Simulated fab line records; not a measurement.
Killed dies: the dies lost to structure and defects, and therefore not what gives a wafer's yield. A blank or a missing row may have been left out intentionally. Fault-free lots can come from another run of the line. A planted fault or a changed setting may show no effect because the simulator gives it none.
Chamber matching | flow n5Finfet | N5_BEOL_M12_DEP_53 on pecvd-01: 3 sister chambers
The step deposits SiCN from 3MS/NH3, target thk 30 nm, time 10.5 s. 3 wafers are shown with their chamber, then 8 later ones without.

WAFERS WITH THEIR CHAMBER
wafer  | chamber | throttleValvePct (%)
L087.6 | 1       | 19.7
L085.3 | 0       | 19.1
L089.3 | 2       | 17.3

WAFERS WITHOUT THEIR CHAMBER
wafer  | throttleValvePct (%)
L089.4 | 17.4
L089.6 | 19.5
L091.1 | 18.7
L091.2 | 19.7
L091.6 | 17.5
L093.1 | 18.8
L093.3 | 19.8
L093.4 | 17.5

CHAMBER TAKEN BY EACH
wafer  | from the rows above     | in truth
L089.4 | 2                       | 2
L089.6 | can't be placed: 1 or 0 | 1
L091.1 | 0                       | 0
L091.2 | 1                       | 1
L091.6 | 2                       | 2
L093.1 | 0                       | 0
L093.3 | 1                       | 1
L093.4 | 2                       | 2
Correct placement for 7 of the 8. Cannot be placed on the basis of these rows: 1; the candidates contain the true chamber in 1. Wrongly placed: 0.
How it was worked out, from the rows above alone: a wafer's distance from a chamber is the root of the sum, over the readings, of the square of ((its reading less the chamber's mean) divided by the reading's scatter). If the next closest chamber is less than 2 further off than the closest, the wafer can't be placed; otherwise it belongs to the closest. A chamber's mean is the mean of its shown wafers. The scatter (one wafer shown for each chamber): square how far every hidden wafer sits from the nearest shown wafer, average those squares and take the square root.
